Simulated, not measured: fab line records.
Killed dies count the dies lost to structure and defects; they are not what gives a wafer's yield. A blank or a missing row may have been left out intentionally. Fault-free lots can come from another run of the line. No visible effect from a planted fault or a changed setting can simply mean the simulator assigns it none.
Chamber matching :: flow n5_finfet :: cvd_co-01 running N5_BEOL_M5_PRE_CLEAN_77: 3 sister chambers
The step time 15 s. 3 wafers are shown with their chamber, then 10 later ones without.

## WAFERS PAIRED WITH THEIR CHAMBERS
wafer: L085.4
chamber: 2
heater_power_w (W): 73

wafer: L090.1
chamber: 0
heater_power_w (W): 82

wafer: L090.2
chamber: 1
heater_power_w (W): 95

## WAFERS MISSING THEIR CHAMBER
wafer: L090.3
heater_power_w (W): 73

wafer: L089.1
heater_power_w (W): 73

wafer: L089.3
heater_power_w (W): 81

wafer: L089.4
heater_power_w (W): 71

wafer: L095.4
heater_power_w (W): 80

wafer: L095.5
heater_power_w (W): 74

wafer: L095.6
heater_power_w (W): 97

wafer: L094.3
heater_power_w (W): 74

wafer: L094.4
heater_power_w (W): 74

wafer: L094.6
heater_power_w (W): 98

## THE CHAMBER EACH PASSED THROUGH
wafer: L090.3
from the rows above: 2
in truth: 2

wafer: L089.1
from the rows above: 2
in truth: 2

wafer: L089.3
from the rows above: 0
in truth: 0

wafer: L089.4
from the rows above: 2
in truth: 2

wafer: L095.4
from the rows above: 0
in truth: 0

wafer: L095.5
from the rows above: 2
in truth: 2

wafer: L095.6
from the rows above: 1
in truth: 1

wafer: L094.3
from the rows above: 2
in truth: 2

wafer: L094.4
from the rows above: 2
in truth: 2

wafer: L094.6
from the rows above: 1
in truth: 1
10 of 10 placed correctly. Can't be placed from these rows: 0. Number placed wrongly: 0.
How it was worked out, from the rows above alone: a wafer's distance from a chamber is the root of the sum, over the readings, of the square of ((its reading less the chamber's mean) divided by the reading's scatter). If the next closest chamber is less than 2 further off than the closest, the wafer can't be placed; otherwise it belongs to the closest. For every chamber, the mean is computed from those of its wafers that are shown. The scatter (one wafer shown for each chamber): square how far every hidden wafer sits from the nearest shown wafer, average those squares and take the square root.
